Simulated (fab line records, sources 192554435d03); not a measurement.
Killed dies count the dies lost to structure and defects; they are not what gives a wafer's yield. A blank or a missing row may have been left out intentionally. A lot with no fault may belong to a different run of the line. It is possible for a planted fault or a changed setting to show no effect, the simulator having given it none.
fab line records	flow n5-finfet
[record] lots = 11	wafers = 28	last-day = 17
route steps=1938 shown BEOL_M5@1131 PASSIVATION@1936
lots with no fault: from the same line, run without faults
start-h: start of the lot's first displayed wafer, in hours after the record's first day	wait-h: hours from the lot's prior step to this one	" repeats the value in the row above	L1.1+2: one row covering several wafers at once	- no value present, or no start provided	* or withheld: withheld	< > ~ a bound
route shown NAME@n: a module of which the file shows steps, and the number in the route of the first	usual: mean and standard deviation over wafers with no fault	same: alike in all rows	chamber/n: place in a boat	sites: each site's reading	_std_site: their standard deviation	_edge_site: outer sites' mean less inner sites'	radius-mm: for every site, how far away it sits from the centre of the wafer	mask NAME#n: copy n	behind: the tool/chamber that last shaped the wafer	hold: why the lot went on hold/how many hours it stayed there/how the hold came to an end	device: whichever transistor did not switch (one of n, p or np)	end of line: the same wafers' tests at the end of the route	a step given without rows: its recipe and nothing more	killed: dies lost to structure and defects at the first sort, not the wafer's yield	map: per-die view of a wafer (x killed, . not killed, _ where there is no die)
set.NAME: setting as actually run; set.NAME@STEP: the setting as run at that earlier step	model.NAME: the simulator's own value behind a step, which no gauge read
route steps across a sampled set of lots; one table per step, one row per wafer
services: when a tool's chamber went out of use (start-h, in hours from the record's first day, below 0 if earlier), for how many hours, and the reason
[[steps]]
[step N5_BEOL_M5_ETCH_61]
[recipe] chemistry = CF4	target = SiARC	target-depth-a = 156	mask-material = CAR-EUV	time-s = 26	ion-energy-ev = 80	pressure-mtorr = 40	source-w = 545	bias-w = 36	Ar_flow_sccm = 100	cf4-flow-sccm = 100	ends = cleared
[usual] bias-w = 36.01/0.11	drypump-motor-current-A = 5.8/0.31	etch-rf-on-time-s = 25.9/0.48	oes-product-au = 0.67/0.058	rf-vpp-V = 184.4/1.2	showerhead-plenum-p-Torr = 2.18/0.07	throttle-valve-pct = 15.59/0.23
lot.wafer	tool	chamber	start-h	wait-h	bias-w	drypump-motor-current-A	etch-rf-on-time-s	oes-product-au	rf-hours-counter-h	rf-vpp-V	showerhead-plenum-p-Torr	throttle-valve-pct
L702.3	rie-diel-03	2	181.54	0.0	36.07	5.4	25.2	0.67	111	182.4	2.16	15.61
L702.4	"	3	"	"	36.03	5.8	26.2	0.78	21	185.5	2.18	15.53
L702.6	"	2	"	"	36.15	5.5	25.4	0.68	-	184.5	2.16	15.62
L704.1	rie-diel-05	0	198.00	0.0	36.04	6.1	25.7	0.65	171	183.7	2.22	15.53
L704.4	"	0	"	"	36.00	6.1	25.5	0.64	-	185.0	2.22	15.53
L703.1	rie-diel-04	3	198.23	0.0	35.97	5.5	26.3	0.63	157	182.7	1.97	15.53
L703.4	"	0	"	"	35.94	5.9	25.5	0.64	-	184.2	2.23	15.67
L703.6	"	3	"	"	35.93	5.5	26.3	0.63	-	182.5	1.97	15.52
L706.3	rie-diel-04	2	213.78	0.0	36.09	6.1	26.6	0.65	166	185.9	2.21	15.28
L706.5	"	3	"	"	35.90	5.5	26.6	0.63	-	181.7	1.97	15.54
L707.2	rie-diel-05	3	219.00	0.0	35.93	6.1	25.9	0.70	77	186.9	2.24	15.53
L707.4	"	0	"	"	36.04	6.1	25.7	0.63	177	185.2	2.22	15.54
L710.1	rie-diel-05	0	235.39	0.0	35.96	6.1	25.5	0.64	182	186.5	2.22	15.54
L710.2	"	2	"	"	36.10	6.3	25.8	0.64	165	184.6	2.22	15.99
L710.3	"	3	"	"	35.88	6.1	25.5	0.70	82	186.0	2.24	15.52
L711.2	rie-diel-03	2	242.29	0.0	35.79	5.4	25.9	0.65	127	185.0	2.15	15.66
L711.3	"	1	"	"	36.05	5.9	25.5	0.61	213	184.4	2.21	16.10
L711.6	"	3	"	"	35.84	5.8	26.7	0.74	-	186.0	2.18	15.56
L713.1	rie-diel-05	0	249.26	0.0	35.88	6.1	25.8	0.63	186	185.3	2.21	15.55
L713.6	"	0	"	"	35.95	6.0	25.8	0.63	-	183.7	2.21	15.57
L714.1	rie-diel-03	2	257.69	0.0	36.05	5.4	25.7	0.66	132	184.1	2.15	15.65
L714.2	"	0	"	"	36.14	5.2	24.9	0.77	37	185.9	2.17	15.36
L714.5	"	2	"	"	36.02	5.4	25.6	0.66	-	182.6	2.15	15.64
L717.1	rie-diel-03	3	279.99	0.0	36.17	5.8	26.3	0.73	51	184.2	2.17	15.58
L717.2	"	2	"	"	36.00	5.5	25.4	0.65	138	184.9	2.15	15.64
L717.3	"	0	"	"	36.17	5.2	24.8	0.77	43	185.1	2.17	15.36
L722.3	rie-diel-05	1	308.19	0.0	36.08	5.7	26.3	0.71	85	185.5	2.17	15.55
L722.6	"	2	"	"	35.97	6.3	26.7	0.62	-	184.6	2.22	16.05
[step N5_BEOL_M5_CD_MEAS_18]
[recipe] pitch-nm = 56	target-cd-nm = 28
[usual] cd-nm = 28.1/0.3
lot.wafer	tool	chamber	start-h	wait-h	cd-nm
L702.3	cd-sem-02	-	181.93	0.1	27.3
L702.4	"	-	"	"	28.0
L702.6	"	-	"	"	27.6
L704.1	cd-sem-02	-	198.38	0.0	28.3
L704.4	"	-	"	"	28.6
L703.1	cd-sem-03	-	198.69	0.0	27.9
L703.4	"	-	"	"	28.1
L703.6	"	-	"	"	28.0
L706.3	cd-sem-01	-	214.16	0.1	27.9
L706.5	"	-	"	"	28.2
L707.2	cd-sem-02	-	219.42	0.1	27.7
L707.4	"	-	"	"	28.0
L710.1	cd-sem-03	-	235.76	0.0	27.7
L710.2	"	-	"	"	28.4
L710.3	"	-	"	"	27.8
L711.2	cd-sem-02	-	242.67	0.1	27.6
L711.3	"	-	"	"	28.5
L711.6	"	-	"	"	28.3
L713.1	cd-sem-02	-	249.65	0.1	27.8
L713.6	"	-	"	"	28.3
L714.1	cd-sem-02	-	258.08	0.0	27.5
L714.2	"	-	"	"	28.0
L714.5	"	-	"	"	28.0
L717.1	cd-sem-02	-	280.39	0.0	28.6
L717.2	"	-	"	"	27.9
L717.3	"	-	"	"	28.2
L722.3	cd-sem-03	-	308.58	0.1	28.3
L722.6	"	-	"	"	28.1
[step N5_BEOL_M5_INSPECT_30]
[recipe] mode = adi	inspect-instrument = brightfield
[usual] raw-defect-count = 443/92
lot.wafer	tool	chamber	start-h	wait-h	raw-defect-count
L702.3	defect-inspect-01	-	182.45	0.0	464
L702.4	"	-	"	"	413
L702.6	"	-	"	"	454
L703.1	defect-inspect-02	-	199.60	0.1	394
L703.4	"	-	"	"	376
L703.6	"	-	"	"	348
L704.1	defect-inspect-01	-	199.66	0.1	457
L704.4	"	-	"	"	445
L706.3	defect-inspect-02	-	214.62	0.0	494
L706.5	"	-	"	"	517
L707.2	defect-inspect-02	-	220.93	0.0	382
L707.4	"	-	"	"	329
L710.1	defect-inspect-01	-	237.05	0.1	429
L710.2	"	-	"	"	424
L710.3	"	-	"	"	596
L711.2	defect-inspect-02	-	243.12	0.0	489
L711.3	"	-	"	"	549
L711.6	"	-	"	"	354
L713.1	defect-inspect-01	-	250.06	0.1	265
L713.6	"	-	"	"	426
L714.1	defect-inspect-01	-	258.56	0.1	669
L714.2	"	-	"	"	752
L714.5	"	-	"	"	701
L717.1	defect-inspect-02	-	282.83	0.1	899
L717.2	"	-	"	"	682
L717.3	"	-	"	"	928
L722.3	defect-inspect-01	-	309.00	0.0	408
L722.6	"	-	"	"	477
[step N5_BEOL_M5_DESCUM_33]
[recipe] chemistry = O2	time-s = 7	source-power-w = 50	bias-power-w = 20	pressure-mtorr = 20	rf-frequency-hz = 2.712e+07	temp-c = 40	resist = CAR-EUV	o2-flow-sccm = 225
[usual] drypump-motor-current-A = 5.8/0.32	oes-product-au = 0.79/0.075	rf-vpp-V = 243.6/1.6	showerhead-plenum-p-Torr = 2.12/0.075	throttle-valve-pct = 20.41/0.26
lot.wafer	tool	chamber	start-h	wait-h	drypump-motor-current-A	oes-product-au	rf-hours-counter-h	rf-vpp-V	showerhead-plenum-p-Torr	throttle-valve-pct
L702.3	rie-diel-03	3	182.51	0.1	5.8	0.90	21	243.6	2.12	20.32
L702.4	"	2	"	"	5.4	0.78	112	242.5	2.10	20.48
L702.6	"	1	"	"	5.9	0.71	-	243.7	2.16	20.78
L703.1	rie-diel-04	3	199.64	0.0	5.5	0.74	158	240.5	1.93	20.49
L703.4	"	2	"	"	6.1	0.77	-	243.3	2.16	19.93
L703.6	"	3	"	"	5.5	0.73	-	239.5	1.94	20.50
L704.1	rie-diel-03	0	199.69	0.0	5.2	0.91	19	243.2	2.15	20.28
L704.4	"	1	"	"	5.9	0.71	-	245.4	2.16	20.79
L706.3	rie-diel-04	3	214.65	0.0	5.5	0.73	163	238.7	1.93	20.49
L706.5	"	2	"	"	6.1	0.76	-	244.4	2.16	19.90
L707.2	rie-diel-05	0	221.69	0.8	6.1	0.74	178	245.7	2.16	20.29
L707.4	"	3	"	"	6.1	0.83	78	244.9	2.21	20.49
L710.1	rie-diel-04	2	237.20	0.2	6.1	0.76	172	242.8	2.16	19.95
L710.2	"	0	"	"	5.8	0.73	183	244.2	2.18	20.46
L710.3	"	3	"	"	5.5	0.73	171	240.7	1.93	20.51
L711.2	rie-diel-04	0	243.16	0.0	5.9	0.74	184	245.1	2.18	20.47
L711.3	"	1	"	"	5.7	0.95	8	242.9	2.06	19.99
L711.6	"	0	"	"	5.9	0.73	-	243.4	2.18	20.46
L713.1	rie-diel-05	2	250.09	0.0	6.4	0.74	170	244.3	2.18	20.84
L713.6	"	0	"	"	6.1	0.74	-	244.0	2.16	20.30
L714.1	rie-diel-03	1	258.60	0.0	5.9	0.69	218	243.9	2.16	20.83
L714.2	"	2	"	"	5.4	0.77	132	242.7	2.10	20.51
L714.5	"	0	"	"	5.2	0.89	-	244.1	2.14	20.30
L717.1	rie-diel-04	2	283.08	0.2	6.1	0.73	183	243.7	2.16	19.96
L717.2	"	0	"	"	5.9	0.71	197	243.2	2.17	20.49
L717.3	"	3	"	"	5.5	0.72	185	239.8	1.93	20.55
L722.3	rie-diel-03	3	309.08	0.1	5.8	0.84	58	242.0	2.11	20.39
L722.6	"	1	"	"	5.9	0.68	-	245.1	2.15	20.85
[step N5_BEOL_M5_STRIP_36]
[recipe] chemistry = N2/H2	power-w = 450	temp-c = 40	pressure-mtorr = 20	rf-frequency-hz = 6e+07	overash-fraction = 0.3	bias-power-w = 7	h2-frac = 0.5	n2-flow-sccm = 200	h2-flow-sccm = 200
[usual] drypump-motor-current-A = 5.8/0.32	n2-flow-sccm = 199.9/0.61	oes-product-au = 0.79/0.075	power-w = 450.0/1.5	rf-vpp-V = 59.4/1.4	showerhead-plenum-p-Torr = 2.58/0.092	throttle-valve-pct = 23.62/0.29
[same] overash-fraction = 0.3
lot.wafer	tool	chamber	start-h	wait-h	drypump-motor-current-A	n2-flow-sccm	oes-product-au	power-w	rf-hours-counter-h	rf-vpp-V	showerhead-plenum-p-Torr	throttle-valve-pct
L702.3	rie-diel-03	3	182.73	0.0	5.8	199.1	0.91	450.8	21	60.3	2.59	23.50
L702.4	"	2	"	"	5.5	199.1	0.79	449.0	112	58.1	2.57	23.95
L702.6	"	1	"	"	5.9	201.4	0.71	449.4	-	57.7	2.61	23.76
L703.1	rie-diel-04	3	199.86	0.0	5.5	199.5	0.74	449.1	158	58.6	2.34	23.81
L703.4	"	2	"	"	6.1	201.2	0.77	453.0	-	60.4	2.63	22.98
L703.6	"	3	"	"	5.5	199.9	0.74	448.9	-	58.7	2.34	23.80
L704.1	rie-diel-03	0	199.92	0.0	5.2	200.4	0.92	449.4	20	61.4	2.59	23.44
L704.4	"	1	"	"	5.9	199.5	0.70	448.3	-	58.3	2.60	23.79
L706.3	rie-diel-04	3	214.88	0.0	5.5	200.1	0.74	451.5	163	60.0	2.34	23.84
L706.5	"	2	"	"	6.1	199.7	0.77	451.9	-	60.4	2.63	22.95
L707.2	rie-diel-05	0	221.92	0.0	6.1	199.3	0.74	447.5	179	59.1	2.64	23.50
L707.4	"	3	"	"	6.1	200.3	0.83	451.3	79	60.1	2.68	23.75
L710.1	rie-diel-04	2	237.43	0.0	6.1	200.7	0.76	449.8	172	60.7	2.63	22.99
L710.2	"	0	"	"	5.9	199.8	0.74	449.4	183	58.9	2.63	23.50
L710.3	"	3	"	"	5.5	199.6	0.73	448.3	171	57.7	2.33	23.80
L711.2	rie-diel-04	0	243.38	0.0	5.9	200.8	0.74	450.7	185	59.7	2.62	23.51
L711.3	"	1	"	"	5.7	201.0	0.93	449.5	8	56.3	2.50	23.28
L711.6	"	0	"	"	5.9	199.8	0.73	448.9	-	59.8	2.62	23.50
L713.1	rie-diel-05	2	250.32	0.0	6.4	199.4	0.75	450.3	170	60.7	2.65	24.15
L713.6	"	0	"	"	6.1	199.7	0.73	449.7	-	61.0	2.63	23.52
L714.1	rie-diel-03	1	258.82	0.0	5.9	198.8	0.69	450.2	218	57.5	2.60	23.80
L714.2	"	2	"	"	5.5	200.9	0.76	450.8	132	59.5	2.56	23.94
L714.5	"	0	"	"	5.2	199.7	0.88	448.0	-	60.3	2.58	23.47
L717.1	rie-diel-04	2	283.31	0.0	6.1	200.0	0.75	446.9	183	59.9	2.62	23.00
L717.2	"	0	"	"	5.9	200.1	0.72	453.2	197	58.4	2.62	23.55
L717.3	"	3	"	"	5.5	199.9	0.71	451.2	185	62.1	2.33	23.83
L722.3	rie-diel-03	3	309.30	0.0	5.8	200.3	0.86	449.6	58	62.1	2.57	23.51
L722.6	"	1	"	"	5.9	199.4	0.69	449.6	-	58.8	2.59	23.82
[step N5_PASSIVATION_PROBE_49]
[usual] defect-limited-yield = 91.4/1.5	killed_at_M0_to_M3 = 33/9.8	killed_at_M4_up = 14/5.5	killed-at-contacts = 12/6.5	killed-at-front-end = 38/11	killed-at-other = 3/3.1	killed-dies = 101/17	killed-open = 66/13	killed-short = 32/7.5	sort_bin_5_function = 5.0/1	sort_bin_6_memory = 3.2/0.69	sort_bin_8_speed = 0.00/0.0072	sort-n-pass = 1079/17	sort-yield-pct = 91.4/1.5
[same] gross-dies = 1180	killed-at-back-side = 0	sort_bin_4_leakage[%] = 0
lot.wafer	tool	chamber	start-h	wait-h	defect-limited-yield[%]	killed_at_M0_to_M3	killed_at_M4_up	killed-at-contacts	killed-at-front-end	killed-at-other	killed-dies	killed-open	killed-short	sort_bin_5_function[%]	sort_bin_6_memory[%]	sort_bin_8_speed[%]	sort-n-pass	sort-yield-pct[%]
L702.3	prober-01	-	280.01	0.1	90.7	49	9	11	35	6	110	73	33	4.7	4.1	0	1070	90.7
L702.4	prober-01	-	280.06	0.2	92.7	27	9	9	41	0	86	58	25	4.2	2.6	0	1094	92.7
L702.6	prober-01	-	280.16	0.3	92.8	26	5	14	39	1	85	53	32	3.6	3.1	0	1095	92.8
L703.1	prober-02	-	289.85	0.0	91.0	22	28	15	41	0	106	76	27	5.8	3.1	0	1074	91.0
L703.4	prober-02	-	290.00	0.2	90.6	28	17	4	60	2	111	74	35	5.1	4.0	0	1069	90.6
L703.6	prober-02	-	290.10	0.3	90.3	40	13	8	53	0	114	79	34	6.4	2.9	0	1066	90.3
L704.1	prober-01	-	297.52	0.0	88.1	59	12	11	59	0	141	90	51	6.8	4.6	0	1039	88.1
L704.4	prober-01	-	297.67	0.2	88.6	41	15	15	55	8	134	89	43	7.2	3.9	0	1046	88.6
L706.3	prober-02	-	315.16	0.1	89.9	36	12	18	47	6	119	82	33	6.6	3.0	0	1061	89.9
L706.5	prober-02	-	315.26	0.2	88.7	47	9	9	55	13	133	91	42	6.5	4.0	0	1047	88.7
L707.2	prober-02	-	334.03	0.1	92.1	22	21	29	18	3	93	68	21	4.3	3.4	0	1087	92.1
L707.4	prober-02	-	334.13	0.2	92.8	24	23	19	17	2	85	58	24	4.1	3.0	0	1095	92.8
L710.1	prober-01	-	338.82	0.0	92.1	21	16	5	50	1	93	63	28	5.3	2.5	0	1087	92.1
L710.2	prober-01	-	338.87	0.1	91.2	35	18	14	36	1	104	77	26	4.9	3.5	0	1076	91.2
L710.3	prober-01	-	338.92	0.1	90.8	31	18	19	39	1	108	72	34	5.1	3.8	0	1072	90.8
L711.2	prober-01	-	347.49	0.1	89.9	44	15	28	32	0	119	80	39	6.0	3.6	0	1061	89.9
L711.3	prober-01	-	347.54	0.1	91.7	32	15	9	40	2	98	60	37	4.2	3.8	0.08	1082	91.7
L711.6	prober-01	-	347.69	0.3	92.5	26	11	20	29	2	88	55	30	4.9	2.2	0	1092	92.5
L713.1	prober-01	-	361.90	0.0	93.4	29	6	12	27	4	78	48	29	4.4	2.0	0	1102	93.4
L713.6	prober-01	-	362.15	0.3	92.1	43	9	9	30	2	93	62	31	4.6	3.0	0	1087	92.1
L714.1	prober-02	-	365.60	0.0	85.1	21	107	3	44	1	176	52	32	9.6	4.1	0	1004	85.1
L714.2	prober-02	-	365.65	0.1	86.9	37	85	8	22	2	154	51	28	8.4	3.4	0	1026	86.9
L714.5	prober-02	-	365.80	0.2	84.3	37	105	4	39	0	185	56	34	10.0	4.3	0	995	84.3
L717.1	prober-01	-	376.96	0.0	89.2	28	65	3	25	6	127	45	28	6.6	3.0	0	1053	89.2
L717.2	prober-01	-	377.01	0.1	83.2	43	113	6	36	0	198	56	32	10.4	3.8	0	982	83.2
L717.3	prober-01	-	377.06	0.1	87.9	18	83	10	24	8	143	47	29	7.5	3.4	0	1037	87.9
L722.3	prober-01	-	405.89	0.1	92.2	26	10	14	37	5	92	58	31	4.8	2.6	0	1088	92.2
L722.6	prober-01	-	406.04	0.3	92.7	25	13	13	35	0	86	51	34	3.4	3.6	0	1094	92.7
// killed by level:class
L702.3 BEOL_M0_SAQP:geometric-particle:open=14 MOL_CONTACT_COAG:geometric-particle:open=9 BEOL_M1:geometric-particle:open=9 STI_FIN_REVEAL:geometric-particle:open=8 BEOL_M3:geometric-particle:open=8 FIN_SAQP:geometric-particle:short=7 GATE_CUT:geometric-particle:short=5 BEOL_M0_SAQP:geometric-particle:short=5
L702.4 STI_FIN_REVEAL:geometric-particle:open=9 FIN_SAQP:geometric-particle:short=8 FIN_SAQP:geometric-particle:open=7 MOL_CONTACT_COAG:geometric-particle:open=6 BEOL_M3:geometric-particle:open=5 BEOL_M0:geometric-particle:open=4 BEOL_M2:geometric-particle:open=4 STARTING-WAFER:geometric-particle:open=4
L702.6 MOL_CONTACT_COAG:geometric-particle:open=11 STI_FIN_REVEAL:geometric-particle:open=6 BEOL_M1:geometric-particle:open=6 BEOL_M0_SAQP:geometric-particle:short=5 FIN_SAQP:geometric-particle:short=4 FIN_SAQP:geometric-particle:open=4 GATE_CUT:geometric-particle:short=4 ILD0:geometric-particle:short=4
L703.1 MOL_CONTACT_COAG:geometric-particle:open=12 FIN_SAQP:geometric-particle:open=11 BEOL_M4:geometric-particle:open=8 BEOL_M5:geometric-particle:open=8 FIN_SAQP:geometric-particle:short=6 DUMMY_GATE:geometric-particle:open=5 BEOL_M1:geometric-particle:open=5 STI_FIN_REVEAL:geometric-particle:open=4
L703.4 FIN_SAQP:geometric-particle:open=19 FIN_SAQP:geometric-particle:short=16 BEOL_M3:geometric-particle:open=13 BEOL_M4:geometric-particle:open=10 STI_FIN_REVEAL:geometric-particle:open=5 BEOL_M3:geometric-particle:short=4 BEOL_M6:geometric-particle:open=3 STI_FIN_REVEAL:geometric-particle:short=3
L703.6 FIN_SAQP:geometric-particle:open=16 FIN_SAQP:geometric-particle:short=11 BEOL_M1:geometric-particle:open=11 STI_FIN_REVEAL:geometric-particle:open=10 BEOL_M0_SAQP:geometric-particle:open=10 BEOL_M0_SAQP:geometric-particle:short=8 BEOL_M4:geometric-particle:open=6 MOL_CONTACT_COAG:geometric-particle:open=5
L704.1 BEOL_M3:geometric-particle:open=17 BEOL_M0_SAQP:geometric-particle:short=16 STI_FIN_REVEAL:geometric-particle:open=12 MOL_CONTACT_COAG:geometric-particle:open=9 BEOL_M0_SAQP:geometric-particle:open=9 DUMMY_GATE:geometric-particle:open=7 ILD0:geometric-particle:short=7 GATE_CUT:geometric-particle:short=7
L704.4 STI_FIN_REVEAL:geometric-particle:open=18 BEOL_M3:geometric-particle:open=16 MOL_CONTACT_COAG:geometric-particle:open=13 BEOL_M0_SAQP:geometric-particle:short=9 FIN_SAQP:geometric-particle:open=8 GATE_CUT:geometric-particle:open=6 GATE_CUT:geometric-particle:short=5 BEOL_M0_SAQP:geometric-particle:open=5
L706.3 FIN_SAQP:geometric-particle:open=16 MOL_CONTACT_COAG:geometric-particle:open=15 BEOL_M0_SAQP:geometric-particle:short=10 BEOL_M2:geometric-particle:open=9 BEOL_M7:geometric-particle:open=7 STI_FIN_REVEAL:geometric-particle:open=6 DUMMY_GATE:geometric-particle:open=5 BEOL_M0_SAQP:geometric-particle:open=5
L706.5 FIN_SAQP:geometric-particle:open=23 BEOL_M0_SAQP:geometric-particle:open=16 FIN_SAQP:geometric-particle:short=10 PASS1_DEP:geometric-particle:open=9 BEOL_M0_SAQP:geometric-particle:short=9 STI_FIN_REVEAL:geometric-particle:open=8 BEOL_M2:geometric-particle:open=7 MOL_CONTACT_COAG:geometric-particle:open=7
L707.2 MOL_CONTACT_COAG:geometric-particle:open=27 BEOL_M4:geometric-particle:open=12 BEOL_M2:geometric-particle:open=6 STI_FIN_REVEAL:geometric-particle:open=5 BEOL_M0_SAQP:geometric-particle:open=5 FIN_SAQP:geometric-particle:short=3 BEOL_M0_SAQP:geometric-particle:short=3 BEOL_M1:geometric-particle:open=3
L707.4 BEOL_M4:geometric-particle:open=16 MOL_CONTACT_COAG:geometric-particle:open=12 MOL_CONTACT_COAG:geometric-particle:short=6 BEOL_M1:geometric-particle:open=6 BEOL_M2:geometric-particle:open=6 FIN_SAQP:geometric-particle:short=4 FIN_SAQP:geometric-particle:open=4 STI_FIN_REVEAL:geometric-particle:open=4
L710.1 STI_FIN_REVEAL:geometric-particle:open=14 FIN_SAQP:geometric-particle:short=10 BEOL_M4:geometric-particle:open=9 FIN_SAQP:geometric-particle:open=8 BEOL_M1:geometric-particle:open=7 BEOL_M1:geometric-particle:short=6 ILD0:geometric-particle:short=5 MOL_CONTACT_COAG:geometric-particle:open=5
L710.2 BEOL_M3:geometric-particle:open=12 BEOL_M2:geometric-particle:open=11 FIN_SAQP:geometric-particle:open=10 MOL_CONTACT_COAG:geometric-particle:open=9 BEOL_M4:geometric-particle:open=9 FIN_SAQP:geometric-particle:short=5 STI_FIN_REVEAL:geometric-particle:open=5 MOL_CONTACT_COAG:geometric-particle:short=5
L710.3 MOL_CONTACT_COAG:geometric-particle:open=17 STI_FIN_REVEAL:geometric-particle:open=12 BEOL_M4:geometric-particle:open=10 BEOL_M0_SAQP:geometric-particle:short=7 BEOL_M1:geometric-particle:open=7 ILD0:geometric-particle:short=6 BEOL_M2:geometric-particle:open=6 BEOL_M0_SAQP:geometric-particle:open=5
L711.2 MOL_CONTACT_COAG:geometric-particle:open=19 BEOL_M0_SAQP:geometric-particle:short=15 STI_FIN_REVEAL:geometric-particle:open=10 BEOL_M0_SAQP:geometric-particle:open=10 MOL_CONTACT_COAG:geometric-particle:short=9 FIN_SAQP:geometric-particle:short=6 BEOL_M4:geometric-particle:open=6 BEOL_M1:geometric-particle:open=6
L711.3 STI_FIN_REVEAL:geometric-particle:open=16 BEOL_M0_SAQP:geometric-particle:short=9 BEOL_M4:geometric-particle:open=8 BEOL_M2:geometric-particle:open=8 FIN_SAQP:geometric-particle:open=6 MOL_CONTACT_COAG:geometric-particle:open=5 STI_FIN_REVEAL:geometric-particle:short=4 GATE_CUT:geometric-particle:short=4
L711.6 MOL_CONTACT_COAG:geometric-particle:open=14 GATE_CUT:geometric-particle:short=9 STI_FIN_REVEAL:geometric-particle:open=8 BEOL_M8:geometric-particle:open=7 MOL_CONTACT_COAG:geometric-particle:short=6 BEOL_M0_SAQP:geometric-particle:short=6 BEOL_M0_SAQP:geometric-particle:open=6 BEOL_M0:geometric-particle:open=4
L713.1 MOL_CONTACT_COAG:geometric-particle:open=9 BEOL_M0_SAQP:geometric-particle:short=8 BEOL_M0_SAQP:geometric-particle:open=7 BEOL_M2:geometric-particle:open=7 FIN_SAQP:geometric-particle:open=6 STARTING-WAFER:geometric-particle:short=6 GATE_CUT:geometric-particle:short=5 ILD0:geometric-particle:open=3
L713.6 BEOL_M0_SAQP:geometric-particle:open=11 BEOL_M2:geometric-particle:open=10 BEOL_M0_SAQP:geometric-particle:short=9 FIN_SAQP:geometric-particle:short=8 MOL_CONTACT_COAG:geometric-particle:open=7 BEOL_M1:geometric-particle:open=7 STI_FIN_REVEAL:geometric-particle:open=6 BEOL_M4:geometric-particle:open=5
L714.1 BEOL_M5:unspecified=92 FIN_SAQP:geometric-particle:open=16 GATE_CUT:geometric-particle:short=9 BEOL_M5:geometric-particle:open=7 BEOL_M0_SAQP:geometric-particle:short=5 BEOL_M1:geometric-particle:short=5 GATE_CUT:geometric-particle:open=4 BEOL_M1:geometric-particle:open=4
L714.2 BEOL_M5:unspecified=72 BEOL_M3:geometric-particle:open=10 BEOL_M0_SAQP:geometric-particle:short=9 MOL_CONTACT_COAG:geometric-particle:open=7 BEOL_M3:geometric-particle:short=6 BEOL_M4:geometric-particle:open=6 GATE_CUT:geometric-particle:short=4 BEOL_M1:geometric-particle:open=4
L714.5 BEOL_M5:unspecified=94 BEOL_M0_SAQP:geometric-particle:short=9 FIN_SAQP:geometric-particle:open=8 BEOL_M0_SAQP:geometric-particle:open=8 FIN_SAQP:geometric-particle:short=7 BEOL_M3:geometric-particle:open=7 BEOL_M4:geometric-particle:open=6 BEOL_M3:geometric-particle:short=5
L717.1 BEOL_M5:unspecified=54 FIN_SAQP:geometric-particle:open=11 BEOL_M2:geometric-particle:open=8 BEOL_M0_SAQP:geometric-particle:open=6 BEOL_M0_SAQP:geometric-particle:short=6 STARTING-WAFER:geometric-particle:short=6 BEOL_M1:geometric-particle:open=4 BEOL_M5:geometric-particle:open=3
L717.2 BEOL_M5:unspecified=101 BEOL_M3:geometric-particle:open=9 BEOL_M2:geometric-particle:open=9 HKMG_FIN:area-etch=9 FIN_SAQP:geometric-particle:short=8 BEOL_M0_SAQP:geometric-particle:open=6 MOL_CONTACT_COAG:geometric-particle:open=5 BEOL_M0:geometric-particle:open=5
L717.3 BEOL_M5:unspecified=67 MOL_CONTACT_COAG:geometric-particle:open=8 FIN_SAQP:geometric-particle:open=5 BEOL_M4:geometric-particle:open=5 FIN_SAQP:geometric-particle:short=3 BEOL_M2:geometric-particle:open=3 GATE_CUT:geometric-particle:open=3 BEOL_M3:geometric-particle:short=3
L722.3 MOL_CONTACT_COAG:geometric-particle:open=11 FIN_SAQP:geometric-particle:short=10 BEOL_M0_SAQP:geometric-particle:open=8 FIN_SAQP:geometric-particle:open=6 BEOL_M1:geometric-particle:open=6 STI_FIN_REVEAL:geometric-particle:open=5 GATE_CUT:geometric-particle:short=5 BEOL_M8:geometric-particle:open=4
L722.6 FIN_SAQP:geometric-particle:short=10 MOL_CONTACT_COAG:geometric-particle:open=10 STI_FIN_REVEAL:geometric-particle:open=7 BEOL_M0_SAQP:geometric-particle:short=7 BEOL_M0_SAQP:geometric-particle:open=6 BEOL_M4:geometric-particle:open=6 BEOL_M2:geometric-particle:short=4 STARTING-WAFER:geometric-particle:short=4
[[services]]
tool	chamber	start-h	hours	kind
rie-diel-05	1	162.56	1.5	repair
rie-diel-04	1	187.05	-	clean
rie-diel-04	1	187.05	-	consumable-replace:focus-ring
rie-diel-04	1	187.05	25.7	scheduled-down
rie-diel-04	1	187.05	25.7	vent-cycle
rie-diel-04	-	193.45	0.5	repair
rie-diel-05	2	195.74	11.3	repair
rie-diel-04	2	272.67	4.3	repair
rie-diel-05	0	282.06	8.2	repair
rie-diel-05	1	297.76	7.1	repair
[[key]]
[first-sign] step = N5_BEOL_M5_INSPECT_30	reading = raw-defect-count	direction = up	sigmas = 3.6	usual = 443	struck = 772
[effect] step = N5_PASSIVATION_PROBE_49	reading = killed_at_M4_up	direction = up	sigmas = 14	usual = 14	struck = 93
[more-kills-born-at] N5_BEOL_M5_ETCH_61@rie-diel-03 = 480
met-at N5_BEOL_M5_ETCH_61
struck-lots L714,L717
not-acting-at N5_BEOL_M5_CD_MEAS_18,N5_BEOL_M5_DESCUM_33,N5_BEOL_M5_STRIP_36
onset-between 242.29 257.69
[fault] kind = chamber-particle-source	tool = rie-diel-03	chamber = -	onset-h = 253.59	steps = N5_BEOL_M5_ETCH_61	rate-per-visit-cm2 = 0.43217	end-h = 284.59
